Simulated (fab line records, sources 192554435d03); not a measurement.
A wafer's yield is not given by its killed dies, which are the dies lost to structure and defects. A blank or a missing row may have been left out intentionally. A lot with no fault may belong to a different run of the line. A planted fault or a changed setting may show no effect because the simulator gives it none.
Problem report, 8D (eight disciplines) form, completed by code / flow n5_finfet / the parts of the form that need people (team, actions taken, sign-off) are left out

1. PROBLEM STATEMENT
cd_nm at N5_FIN_SAQP_CD_MEAS_16 reads a mean of 32.60 nm on 3 wafers of 2 lots; wafers without a fault read 35.55 nm with a standard deviation of 0.3. Measured from the usual mean, that is -9.8 standard deviations.
The step: target cd 35.6 nm.
First seen on wafer L156.3, day 4 10:08, on cd_sem-02. At this step, 34 wafers from 12 lots have a number in the record. The rule behind "out" and "out of limits": a value lying over 4 standard deviations away from the usual mean. Any other wafer with a number is counted as sound.

2. WHAT IT IS; WHAT IT IS NOT
question=which readings at this step | is=cd_nm | is not=-
question=which lots | is=L156, L159 | is not=L146, L148, L149, L151, L161, L162, L164, L165, L166, L169
question=which wafers of those lots | is=L156.3, L156.4, L159.4 | is not=L159.5, L159.6
question=read on which gauges | is=cd_sem-01, cd_sem-02 | is not=cd_sem-03
question=when | is=from day 4 10:08 | is not=up to then (11 sound wafers); but 20 sound wafers of L159, L161, L162, L164, L165, L166, L169 came after

3. SUSPECTS, AND WHAT RULES EACH OUT
Counting: any tool at a process step up to the reading remains a suspect provided it ran every lot that is out. Sound lots after the first of them don't rule it out here, since some wafers of a struck lot are sound.
- the gauge at N5_FIN_SAQP_CD_MEAS_16 is ruled out. 2 gauges (cd_sem-01, cd_sem-02) read the wafers that are out.
- epi_rpcvd-01 at N5_PMOS_HMC_CHANNEL_EPI_EPI_26 (deposits Si from SiH4/H2, target thk 3.8 nm, time 22.7 s): kept. It ran every lot that is out, first L156 (day 4 08:32); its last sound lot up to then is L151 (day 3 01:53).
- pecvd-03 at N5_FIN_SAQP_PECVD_48 (deposits SiNx from SiH4/NH3/N2, target thk 25 nm, time 22.1 s): kept. It ran every lot that is out, first L156 (day 4 09:38); its last sound lot up to then is L148 (day 2 09:05).
- litho_track-05 at N5_FIN_SAQP_PEB_14 (peb time 60 s): kept. It ran every lot that is out, first L156 (day 4 10:04); its last sound lot up to then is L151 (day 3 03:40).
After the count, these remain: epi_rpcvd-01 at N5_PMOS_HMC_CHANNEL_EPI_EPI_26, pecvd-03 at N5_FIN_SAQP_PECVD_48 and litho_track-05 at N5_FIN_SAQP_PEB_14.

4. THE CAUSE (what the simulator had put in)
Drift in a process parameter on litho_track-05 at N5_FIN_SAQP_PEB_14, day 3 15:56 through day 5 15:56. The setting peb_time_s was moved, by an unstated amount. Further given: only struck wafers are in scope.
3 suspects survive the count, and this tool is in that group.

5. THE EFFECT CHAIN, in route order
Each row: a reading where the mean over the struck wafers with a number is more than 3 standard deviations away from the usual. Scope: only readings with a usual standard deviation given in the record; hours: median across lots of the time from each lot's start at the first step in this table that gives one to its start at this step; sigmas: change in usual standard deviations.
hours=0; step=N5_FIN_SAQP_CD_MEAS_16; reading=cd_nm; usual=35.55 nm; on struck wafers=32.60; change=-2.95; sigmas=-9.8

6. WHAT WOULD HAVE CAUGHT IT SOONER
Counted from the fault's start at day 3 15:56, it took 18 hours until the first out-of-limits reading at a measuring or inspecting step in this record, taken at day 4 10:08.
Tool readings at N5_FIN_SAQP_PEB_14 with a usual standard deviation given in the record: none out on any struck wafer, hence no alarm at a limit of 4 standard deviations on them.
Lots out: 2; of these, L159 started N5_FIN_SAQP_PEB_14 on litho_track-05 after day 4 10:08. A tool hold placed at that time would have kept it from harm.
